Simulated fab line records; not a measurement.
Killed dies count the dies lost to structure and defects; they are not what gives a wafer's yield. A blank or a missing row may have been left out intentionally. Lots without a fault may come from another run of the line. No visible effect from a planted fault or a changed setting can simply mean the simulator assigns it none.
Matching of chambers | flow n5_finfet | 3 sister chambers for N5_BEOL_M0_CVD_115 on cvd_co-01
The step deposits Co from CCTBA/H2, time 120 s. 6 wafers are shown with their chamber, then 8 later ones without.

== EACH WAFER AND ITS CHAMBER ==
wafer  | chamber | run_length_s (s)
L212.3 | 2       | 143.3
L212.4 | 0       | 143.4
L222.4 | 1       | 143.3
L222.5 | 0       | 144.4
L222.6 | 2       | 143.7
L223.2 | 1       | 142.8

== WAFERS WITHOUT THEIR CHAMBER ==
wafer  | run_length_s (s)
L223.3 | 143.8
L223.4 | 143.9
L224.1 | 142.5
L224.4 | 143.7
L224.5 | 143.2
L227.1 | 143.7
L227.3 | 144.0
L227.5 | 143.4

== THE CHAMBER EACH PASSED THROUGH ==
wafer  | from the rows above          | in truth
L223.3 | can't be placed: 0 or 2 or 1 | 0
L223.4 | can't be placed: 0 or 2 or 1 | 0
L224.1 | can't be placed: 1 or 2 or 0 | 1
L224.4 | can't be placed: 2 or 0 or 1 | 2
L224.5 | can't be placed: 1 or 2 or 0 | 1
L227.1 | can't be placed: 2 or 0 or 1 | 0
L227.3 | can't be placed: 0 or 2 or 1 | 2
L227.5 | can't be placed: 2 or 1 or 0 | 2
0 of 8 placed correctly. These rows do not allow placing 8 (true chamber among the candidates in 8). 0 placed wrongly.
How it was worked out, from the rows above alone: a wafer's distance from a chamber is the root of the sum, over the readings, of the square of ((its reading less the chamber's mean) divided by the reading's scatter). The wafer belongs to the nearest chamber; if the next one is less than 2 further off, it can't be placed. For every chamber, the mean is computed from those of its wafers that are shown. How the scatter is found: for the shown wafers, subtract from each reading the mean of its chamber, square and add these, divide the total by (wafers less chambers), then take the root.
